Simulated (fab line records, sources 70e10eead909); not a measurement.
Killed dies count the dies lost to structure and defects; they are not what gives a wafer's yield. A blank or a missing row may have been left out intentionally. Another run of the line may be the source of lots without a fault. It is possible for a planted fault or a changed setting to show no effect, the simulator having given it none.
fab line records	flow nand_harc
record: lots: 14	wafers: 42	last_day: 31
route steps=1302 shown A_STAIRCASE@886 A_SGD_CUT@908
lots that met no fault: from a run of the same line without faults
start_h: start of the lot's first displayed wafer, in hours after the record's first day	wait_h: time in hours since the lot's previous step	" same as the row above	L1.1+2: a single row standing in for several wafers	- no value, or no start given	* or withheld: withheld	< > ~ a bound
route shown NAME@n: a module of which the file shows steps, and the number in the route of the first	usual: mean/standard deviation taken from wafers without a fault	same: alike in all rows	chamber/n: place in a boat	sites: each site's reading	_std_site: the values' standard deviation	_edge_site: mean of outer sites minus mean of inner sites	radius_mm: for every site, how far away it sits from the centre of the wafer	mask NAME#n: copy n	behind: the most recent tool/chamber to have shaped the wafer	hold: the reason the lot was held/the length of the hold in hours/how it ended	device: which transistor (n, p or np) failed to switch	end of line: tests of these same wafers at the route's end	a step without rows: its recipe alone	killed: not the wafer's yield, but the dies lost to structure and defects at the first sort	map: per-die view of a wafer (x killed, . not killed, _ where there is no die)
set.NAME: the run value of the setting; set.NAME@STEP: its run value at that earlier step	model.NAME: the simulator's own value behind a step, which no gauge read
route steps across a sampled set of lots; one table per step, one row per wafer
services: from which hour (start_h, from the record's first day; less than 0 if before it) a tool's chamber was out of use, for how many hours, and why
== steps ==
step: NHARC_A_STAIRCASE_CMP_472
recipe: material: SiO2
usual: edge_zone_pressure_frac: 1.000/0.0053	motor_current_A: 12.1/0.93
lot.wafer	tool	chamber	start_h	wait_h	edge_zone_pressure_frac	motor_current_A
L206.4	cmp-01	0	464.94	0.1	0.992	11.3
L206.2	"	2	"	"	1.001	13.9
L206.1	"	3	"	"	1.007	12.8
L207.2	cmp-04	2	473.62	0.2	0.998	12.4
L207.1	"	1	"	"	0.998	11.2
L207.6	"	2	"	"	1.005	12.0
L208.4	cmp-04	3	479.74	0.2	1.003	11.8
L208.1	"	0	"	"	0.996	11.9
L208.3	"	1	"	"	1.000	11.2
L209.2	cmp-04	0	483.01	0.2	1.001	12.3
L209.3	"	3	"	"	0.999	11.6
L209.5	"	0	"	"	1.004	11.5
L210.3	cmp-01	1	498.81	0.2	1.001	12.9
L210.4	"	0	"	"	0.997	11.4
L210.6	"	1	"	"	0.999	12.8
L212.2	cmp-04	2	513.15	0.2	1.000	11.5
L212.1	"	1	"	"	0.996	10.6
L212.5	"	2	"	"	1.001	11.9
L213.3	cmp-04	0	523.95	0.3	0.999	11.3
L213.2	"	1	"	"	1.006	10.8
L213.5	"	3	"	"	0.995	11.8
L214.3	cmp-04	0	535.45	0.3	1.005	12.2
L214.1	"	1	"	"	1.005	11.2
L214.5	"	0	"	"	0.995	11.9
L215.2	cmp-01	2	545.02	0.2	0.997	14.0
L215.3	"	3	"	"	1.007	12.2
L215.6	"	2	"	"	1.003	13.7
L216.3	cmp-04	3	545.53	0.2	1.008	11.7
L216.2	"	2	"	"	0.992	12.2
L216.6	"	3	"	"	1.001	12.3
L218.1	cmp-01	1	562.50	0.2	0.999	13.2
L218.2	"	2	"	"	1.001	13.5
L218.5	"	2	"	"	0.991	13.8
L222.3	cmp-03	1	608.44	0.2	0.996	12.1
L222.6	"	1	"	"	0.987	12.2
L222.5	"	2	"	"	1.000	10.0
L224.4	cmp-01	3	627.14	0.2	1.002	12.5
L224.2	"	0	"	"	1.006	11.4
L224.6	"	2	"	"	1.003	13.5
L226.1	cmp-03	1	655.69	0.2	1.004	12.1
L226.2	"	3	"	"	1.011	10.6
L226.5	"	1	"	"	1.005	12.3
step: NHARC_A_SGD_CUT_ETCH_16
recipe: target_depth_a: 3105	time_s: 155.2	c4f8_flow_sccm: withheld	o2_flow_sccm: 8	ar_flow_sccm: withheld	rf_w: 600	bias_w: 800	chemistry: C4F8/O2/Ar
usual: chamber_pressure_mTorr: 24.997/0.023	oes_product_au: 0.971/0.011	rf_vpp_V: 724/3.7
lot.wafer	tool	chamber	start_h	wait_h	chamber_pressure_mTorr	oes_product_au	rf_hours_counter_h	rf_vpp_V
L206.2	rie_diel-10	1	-	-	24.967	0.979	2	729
L206.1	"	3	"	"	25.035	0.966	2	720
L206.4	"	0	"	"	24.996	0.983	2	722
L207.2	rie_diel-10	3	-	-	25.018	0.975	2	720
L207.1	"	0	"	"	24.999	0.962	2	722
L207.6	"	0	"	"	24.973	0.978	-	722
L208.1	rie_diel-01	1	-	-	24.965	0.982	4	720
L208.3	"	0	"	"	24.996	0.986	4	725
L208.4	"	1	"	"	25.038	0.985	-	721
L209.3	rie_diel-12	2	-	-	25.050	0.974	3	723
L209.2	"	0	"	"	25.024	0.959	3	728
L209.5	"	2	"	"	24.992	0.966	-	722
L210.3	rie_diel-12	1	-	-	25.005	0.974	5	723
L210.4	"	0	"	"	25.006	0.964	-	730
L210.6	"	1	"	"	25.018	0.971	-	725
L212.1	rie_diel-10	0	-	-	24.984	0.976	4	723
L212.2	"	1	"	"	24.984	0.974	5	730
L212.5	"	1	"	"	25.009	0.972	-	728
L213.3	rie_diel-10	1	-	-	24.980	0.972	5	731
L213.2	"	2	"	"	24.984	0.971	5	724
L213.5	"	1	"	"	24.993	0.985	-	729
L214.1	rie_diel-10	1	-	-	24.971	0.984	6	730
L214.3	"	2	"	"	25.011	0.961	6	725
L214.5	"	1	"	"	24.998	0.971	-	729
L215.2	rie_diel-01	0	-	-	25.002	0.984	6	723
L215.3	"	3	"	"	25.027	0.972	6	729
L215.6	"	0	"	"	24.994	0.979	-	724
L216.3	rie_diel-12	0	-	-	24.999	0.951	9	729
L216.2	"	2	"	"	25.027	0.971	9	722
L216.6	"	1	"	"	24.984	0.961	-	725
L218.2	rie_diel-10	0	-	-	25.041	0.978	8	722
L218.1	"	1	"	"	25.007	0.983	8	729
L218.5	"	2	"	"	24.974	0.989	-	726
L222.3	rie_diel-12	2	-	-	24.997	0.961	15	724
L222.6	"	3	"	"	25.041	0.978	-	727
L222.5	"	0	"	"	25.018	0.954	-	730
L224.4	rie_diel-01	0	-	-	25.020	0.995	3	726
L224.2	"	2	"	"	24.999	0.950	3	715
L224.6	"	3	"	"	25.029	0.960	-	730
L226.2	rie_diel-10	1	-	-	24.950	0.938	3	729
L226.1	"	2	"	"	24.984	0.957	3	724
L226.5	"	0	"	"	25.005	0.946	-	724
step: NHARC_A_SGD_CUT_CMP_21
recipe: target_thk_nm: 148.19
usual: edge_zone_pressure_frac: 1.000/0.0052	motor_current_A: 11.8/1.2	time_to_endpoint_s: 50/3.1
lot.wafer	tool	chamber	start_h	wait_h	edge_zone_pressure_frac	motor_current_A	time_to_endpoint_s
L206.4	cmp-02	1	472.52	0.4	1.009	11.5	45
L206.2	"	2	"	"	1.002	9.8	50
L206.1	"	3	"	"	0.993	11.4	49
L207.1	cmp-03	0	481.07	0.4	1.008	12.9	50
L207.2	"	1	"	"	1.002	11.9	53
L207.6	"	0	"	"	0.991	12.0	51
L208.4	cmp-01	1	489.40	0.4	0.992	12.9	50
L208.3	"	2	"	"	1.004	14.0	46
L208.1	"	3	"	"	1.001	13.3	49
L209.3	cmp-03	1	489.44	0.4	0.997	12.4	56
L209.2	"	3	"	"	0.991	10.9	53
L209.5	"	1	"	"	0.989	12.5	53
L210.4	cmp-03	0	506.31	0.4	1.010	12.4	51
L210.3	"	1	"	"	1.001	12.1	49
L210.6	"	2	"	"	0.987	10.4	50
L212.2	cmp-03	2	520.28	0.4	0.999	9.9	53
L212.1	"	3	"	"	0.999	11.2	49
L212.5	"	1	"	"	0.998	12.3	51
L213.3	cmp-03	3	531.14	0.4	0.997	10.5	43
L213.2	"	2	"	"	0.997	10.1	47
L213.5	"	0	"	"	0.998	12.1	44
L214.1	cmp-02	1	542.67	0.4	0.999	10.9	48
L214.3	"	2	"	"	1.006	10.4	48
L214.5	"	1	"	"	1.004	10.7	46
L216.2	cmp-03	3	552.48	0.4	1.004	10.4	50
L216.3	"	1	"	"	0.995	12.5	52
L216.6	"	2	"	"	0.999	10.1	54
L215.2	cmp-01	0	552.51	0.4	1.003	11.3	49
L215.3	"	1	"	"	0.996	12.6	50
L215.6	"	3	"	"	1.002	13.2	50
L218.2	cmp-01	2	571.67	0.4	1.000	13.8	51
L218.1	"	3	"	"	1.005	13.6	53
L218.5	"	1	"	"	1.010	12.5	52
L222.3	cmp-03	3	616.02	0.4	1.003	10.5	45
L222.5	"	0	"	"	1.009	12.4	45
L222.6	"	1	"	"	1.002	12.5	46
L224.2	cmp-03	0	634.19	0.4	0.994	12.2	51
L224.4	"	1	"	"	1.000	12.1	51
L224.6	"	0	"	"	1.000	13.1	53
L226.1	cmp-03	1	662.80	0.4	1.002	12.0	49
L226.2	"	3	"	"	0.996	10.5	49
L226.5	"	1	"	"	1.004	12.1	52
step: NHARC_A_SGD_CUT_ETCHBACK_24
recipe: target_depth_a: 500	over_etch_frac: 0.3	time_s: 92.857	ion_energy_ev: 120	ch3f_flow_sccm: 50	o2_flow_sccm: 30	ar_flow_sccm: 200	rf_w: 500	bias_w: 100	chemistry: CH3F/O2
usual: bias_w: 100.0/0.33	ch3f_flow_sccm: 50.00/0.15	chamber_pressure_mTorr: 24.998/0.025	drypump_motor_current_A: 5.9/0.48	oes_product_au: 0.95/0.032	over_etch_frac: 0.3/0	rf_vpp_V: 244.6/1.6	showerhead_plenum_p_Torr: 2.48/0.096	throttle_valve_pct: 20.663/0.0096
lot.wafer	tool	chamber	start_h	wait_h	bias_w	ch3f_flow_sccm	chamber_pressure_mTorr	drypump_motor_current_A	oes_product_au	over_etch_frac	rf_hours_counter_h	rf_vpp_V	showerhead_plenum_p_Torr	throttle_valve_pct
L206.1	rie_diel-01	1	472.99	0.1	100.4	50.04	24.979	6.4	0.99	0.3	3	243.5	2.40	20.666
L206.2	"	0	"	"	100.0	50.05	24.994	5.4	1.00	0.3	3	244.9	2.48	20.660
L206.4	"	1	"	"	100.5	50.03	25.011	6.5	0.99	0.3	-	241.6	2.40	20.659
L207.1	rie_diel-10	3	481.58	0.2	99.9	50.09	24.972	6.7	0.92	0.3	3	242.9	2.40	20.670
L207.2	"	0	"	"	99.7	49.82	24.991	5.7	0.94	0.3	3	243.5	2.44	20.668
L207.6	"	1	"	"	99.7	49.92	25.039	5.7	0.93	0.3	-	246.6	2.61	20.658
L208.3	rie_diel-12	3	489.88	0.1	99.5	49.94	24.976	6.0	0.98	0.3	4	246.6	2.56	20.667
L208.4	"	1	"	"	99.9	50.31	24.974	5.1	1.00	0.3	4	245.0	2.49	20.660
L208.1	"	2	"	"	100.3	49.76	25.004	5.4	0.98	0.3	3	244.4	2.45	20.673
L209.3	rie_diel-12	1	489.99	0.2	100.3	50.00	25.023	5.1	0.93	0.3	4	244.6	2.49	20.666
L209.2	"	3	"	"	100.1	50.04	25.006	5.9	0.92	0.3	4	245.6	2.56	20.676
L209.5	"	0	"	"	99.8	50.14	24.971	6.0	0.93	0.3	-	245.9	2.60	20.642
L210.4	rie_diel-10	3	506.75	0.2	100.0	50.18	24.968	6.6	0.95	0.3	4	243.5	2.40	20.672
L210.3	"	0	"	"	100.7	50.17	25.001	5.7	0.97	0.3	4	243.9	2.44	20.668
L210.6	"	3	"	"	100.3	50.25	24.987	6.6	0.95	0.3	-	242.6	2.40	20.656
L212.2	rie_diel-12	3	520.74	0.2	99.8	50.07	24.996	5.9	0.99	0.3	5	245.4	2.56	20.672
L212.1	"	0	"	"	100.1	49.84	25.000	6.0	1.00	0.3	7	245.8	2.59	20.666
L212.5	"	3	"	"	99.8	49.98	25.051	5.9	0.99	0.3	-	246.4	2.56	20.658
L213.3	rie_diel-10	1	531.64	0.2	100.7	49.98	25.017	5.7	0.93	0.3	5	246.6	2.61	20.677
L213.2	"	2	"	"	100.2	50.01	25.017	6.2	0.92	0.3	5	244.1	2.48	20.667
L213.5	"	3	"	"	99.8	50.08	24.992	6.7	0.93	0.3	-	244.6	2.40	20.660
L214.1	rie_diel-01	2	543.14	0.2	100.4	49.86	25.014	5.8	0.96	0.3	6	240.9	2.30	20.648
L214.3	"	0	"	"	100.1	50.07	24.963	5.4	0.98	0.3	6	243.9	2.48	20.678
L214.5	"	1	"	"	100.1	50.03	25.019	6.4	0.96	0.3	-	243.6	2.40	20.662
L216.3	rie_diel-01	2	552.94	0.1	100.1	49.99	24.999	5.8	1.00	0.3	7	241.5	2.30	20.648
L216.2	"	1	"	"	100.1	50.09	24.999	6.5	1.00	0.3	7	243.7	2.40	20.672
L216.6	"	2	"	"	100.0	49.81	24.999	5.8	1.00	0.3	-	241.9	2.30	20.675
L215.2	rie_diel-10	1	552.95	0.1	100.1	50.00	25.039	5.6	0.95	0.3	6	247.6	2.61	20.663
L215.3	"	3	"	"	100.3	50.11	25.005	6.7	0.94	0.3	7	243.9	2.40	20.679
L215.6	"	2	"	"	100.3	49.97	25.023	6.1	0.95	0.3	-	243.5	2.48	20.672
L218.2	rie_diel-01	1	572.12	0.1	100.3	49.89	25.000	6.5	1.01	0.3	0	244.0	2.40	20.661
L218.1	"	2	"	"	100.3	49.81	25.003	5.8	1.00	0.3	0	242.4	2.30	20.642
L218.5	"	1	"	"	99.9	50.04	25.046	6.5	1.00	0.3	-	243.3	2.40	20.658
L222.3	rie_diel-01	0	616.45	0.2	99.8	50.20	25.008	5.3	0.94	0.3	2	244.4	2.48	20.651
L222.6	"	2	"	"	99.9	49.97	25.011	5.8	0.93	0.3	-	242.3	2.30	20.658
L222.5	"	3	"	"	99.9	50.15	25.022	6.6	0.93	0.3	-	248.0	2.63	20.665
L224.4	rie_diel-01	2	634.77	0.2	-	-	-	-	-	-	-	-	-	-
L224.2	"	3	"	"	-	-	-	-	-	-	-	-	-	-
L224.6	"	2	"	"	-	-	-	-	-	-	-	-	-	-
L226.2	rie_diel-10	1	663.25	0.1	-	-	-	-	-	-	-	-	-	-
L226.1	"	2	"	"	-	-	-	-	-	-	-	-	-	-
L226.5	"	1	"	"	-	-	-	-	-	-	-	-	-	-
== services ==
tool	chamber	start_h	hours	kind
rie_diel-12	-	445.69	9.0	pm
rie_diel-12	2	455.75	8.6	repair
cmp-03	-	456.00	4.0	pm
cmp-02	-	469.27	0.3	repair
rie_diel-12	0	469.70	9.3	repair
rie_diel-01	3	471.01	12.4	repair
cmp-02	-	478.68	1.0	repair
cmp-01	-	479.50	4.0	pm
rie_diel-01	0	483.50	16.5	repair
cmp-04	-	491.80	2.1	repair
rie_diel-12	3	498.09	9.4	repair
cmp-04	-	503.00	4.0	pm
cmp-04	-	547.57	0.9	repair
cmp-01	-	550.54	1.4	repair
cmp-03	-	553.58	16.1	repair
rie_diel-01	-	557.83	9.0	pm
cmp-01	-	577.50	4.0	pm
rie_diel-10	-	596.59	9.0	pm
cmp-04	-	601.00	4.0	pm
cmp-04	-	611.22	0.9	repair
cmp-03	-	613.90	1.1	repair
rie_diel-12	-	622.69	9.0	pm
rie_diel-01	3	644.26	42.2	repair
cmp-01	-	658.57	0.9	repair
== key ==
first_sign: step: NHARC_A_SGD_CUT_ETCHBACK_24	reading: tool_record	direction: missing
effect none on later readings
met_at NHARC_A_SGD_CUT_ETCHBACK_24
struck_lots L224,L226
later_rows_left_out L224.2,L224.4,L224.6,L226.1,L226.2,L226.5
sort_left_out L224.2,L224.4,L224.6,L226.1,L226.2,L226.5
tester_left_out L224,L226
not_acting_at NHARC_A_STAIRCASE_CMP_472,NHARC_A_SGD_CUT_ETCH_16,NHARC_A_SGD_CUT_CMP_21
onset_between 616.45 634.77
fault: kind: skipped_step_whole	tool: rie_diel-01,rie_diel-10	chamber: -	onset_h: 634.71	steps: NHARC_A_SGD_CUT_ETCHBACK_24	scope: struck_lots_only
tester_left_out: of these lots the tester's yield and bins aren't shown, on N5 and GAA mostly nor the transistor test; their killed dies are dies lost to structure and defects alone, not to doping, threshold or leakage, so they don't give the yield
sort_left_out: the simulated sort isn't trusted on such a fault, so these wafers' sort isn't shown, and their yield isn't known
later_rows_left_out: the simulator's readings of these wafers behind a module that went badly wrong aren't trusted and aren't shown, but for the sort
